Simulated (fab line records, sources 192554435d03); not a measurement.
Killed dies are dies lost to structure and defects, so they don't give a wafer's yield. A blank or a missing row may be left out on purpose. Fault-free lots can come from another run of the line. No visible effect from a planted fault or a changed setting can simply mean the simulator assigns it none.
Chamber matching :: flow n5 finfet :: 4 sister chambers for N5_HKMG_FIN_ALD_36 on ald metal-03
The step deposits TiN, target thk 1 nm, pulse time 1 s, purge time 3 s. 14 wafers are shown with their chamber, then 7 later ones without.

## EACH WAFER AND ITS CHAMBER
wafer: L074.4
chamber: 2
heater power w (W): 807
precursor pulse height rel: 0.991

wafer: L074.5
chamber: 0
heater power w (W): 773
precursor pulse height rel: 0.989

wafer: L074.6
chamber: 3
heater power w (W): 973
precursor pulse height rel: 0.980

wafer: L078.1
chamber: 3
heater power w (W): 945
precursor pulse height rel: 0.986

wafer: L078.2
chamber: 0
heater power w (W): 770
precursor pulse height rel: 0.973

wafer: L078.3
chamber: 1
heater power w (W): 1050
precursor pulse height rel: 0.983

wafer: L078.4
chamber: 2
heater power w (W): 805
precursor pulse height rel: 1.019

wafer: L078.5
chamber: 0
heater power w (W): 784
precursor pulse height rel: 0.991

wafer: L078.6
chamber: 3
heater power w (W): 950
precursor pulse height rel: 1.025

wafer: L085.1
chamber: 0
heater power w (W): 788
precursor pulse height rel: 0.977

wafer: L085.2
chamber: 2
heater power w (W): 813
precursor pulse height rel: 0.983

wafer: L085.6
chamber: 1
heater power w (W): 1042
precursor pulse height rel: 1.003

wafer: L088.2
chamber: 1
heater power w (W): 1037
precursor pulse height rel: 1.004

wafer: L088.4
chamber: 2
heater power w (W): 812
precursor pulse height rel: 0.996

SIGNATURES (means of the wafers above)
reading: heater power w
chamber 0: 778.75
chamber 1: 1043.00
chamber 2: 809.25
chamber 3: 956.00
scatter within a chamber: 8.94

reading: precursor pulse height rel
chamber 0: 0.98250
chamber 1: 0.99667
chamber 2: 0.99725
chamber 3: 0.99700
scatter within a chamber: 0.0156
Rule: for each reading, subtract the chamber's mean from the wafer's reading, divide by that reading's scatter and square the result; add these up over the readings and take the root, which gives the wafer's distance from the chamber. The wafer belongs to the nearest chamber; if the next one is less than 2 further off, it can't be placed. How the scatter is found: for the shown wafers, subtract from each reading the mean of its chamber, square and add these, divide the total by (wafers less chambers), then take the root.

## WAFERS WITH NO CHAMBER GIVEN
wafer: L088.5
heater power w (W): 1056
precursor pulse height rel: 0.997

wafer: L090.1
heater power w (W): 789
precursor pulse height rel: 0.995

wafer: L090.2
heater power w (W): 794
precursor pulse height rel: 0.963

wafer: L090.3
heater power w (W): 1054
precursor pulse height rel: 1.052

wafer: L090.4
heater power w (W): 987
precursor pulse height rel: 1.031

wafer: L090.5
heater power w (W): 807
precursor pulse height rel: 0.995

wafer: L090.6
heater power w (W): 987
precursor pulse height rel: 0.997

## EACH ONE'S CHAMBER
wafer: L088.5
from the rows above: 1
in truth: 1

wafer: L090.1
from the rows above: can't be placed: 0 or 2
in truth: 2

wafer: L090.2
from the rows above: can't be placed: 0 or 2
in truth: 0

wafer: L090.3
from the rows above: 1
in truth: 1

wafer: L090.4
from the rows above: 3
in truth: 3

wafer: L090.5
from the rows above: 2
in truth: 2

wafer: L090.6
from the rows above: 3
in truth: 3
Correctly placed: 5 of 7. From these rows, 2 cannot be placed; in 2 the true chamber is one of the candidates. Placed wrongly: 0.
